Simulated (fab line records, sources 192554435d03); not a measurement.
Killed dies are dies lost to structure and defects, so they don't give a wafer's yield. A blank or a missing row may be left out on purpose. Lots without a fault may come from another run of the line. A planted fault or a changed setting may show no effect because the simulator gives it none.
Which tool did it? | flow n5_finfet | 10 lots, 30 wafers sampled, at 1 step of a route of 1938

WHAT THE GAUGES READ, wafer by wafer
N5_ILD0_THK_MEAS_13.
lot  | measured    | on            | thk_nm (nm)
L986 | day 5 06:43 | film_metro-01 | 17.5 17.7 17.5
L987 | day 5 12:07 | film_metro-01 | 18.4 18.4 18.8
L989 | day 5 22:41 | film_metro-01 | 17.1 17.2 16.2
L990 | day 6 06:15 | film_metro-02 | 19.1 18.3 18.1
L991 | day 6 12:19 | film_metro-01 | 18.0 16.9 18.0
L992 | day 6 16:27 | film_metro-02 | 19.3 18.2 18.8
L993 | day 6 23:13 | film_metro-02 | 17.1 17.7 18.9
L100 | day 8 15:50 | film_metro-01 | 19.3 16.9 18.7
L102 | day 9 09:47 | film_metro-01 | 17.6 17.5 19.3
L103 | day 9 13:17 | film_metro-02 | 17.4 18.1 17.8

WHICH TOOL RAN EACH LOT (tool, then ch and the chambers of the sampled wafers, then the start)
The record holds no process step before these readings.

THE ANSWER, worked out from the rows above alone
Rule: what is usual is taken from the lots themselves. Put in order of their means at a reading, lots are off if they are a third of the lots or fewer, leave a main group of 4 or more, and stand apart from it by a gap of 3 or more times the standard deviation of the main group's means; of several such gaps the widest counts. A main group whose means are all the same, to the digits that the tables above print for the reading, isn't used. A lot without any number at a reading at which 4 lots or more have one is off too. The other lots that the step has rows for count as sound.
No lot is off at any reading shown: from this, nothing can be told.

WHAT THE SIMULATOR HAD PUT IN
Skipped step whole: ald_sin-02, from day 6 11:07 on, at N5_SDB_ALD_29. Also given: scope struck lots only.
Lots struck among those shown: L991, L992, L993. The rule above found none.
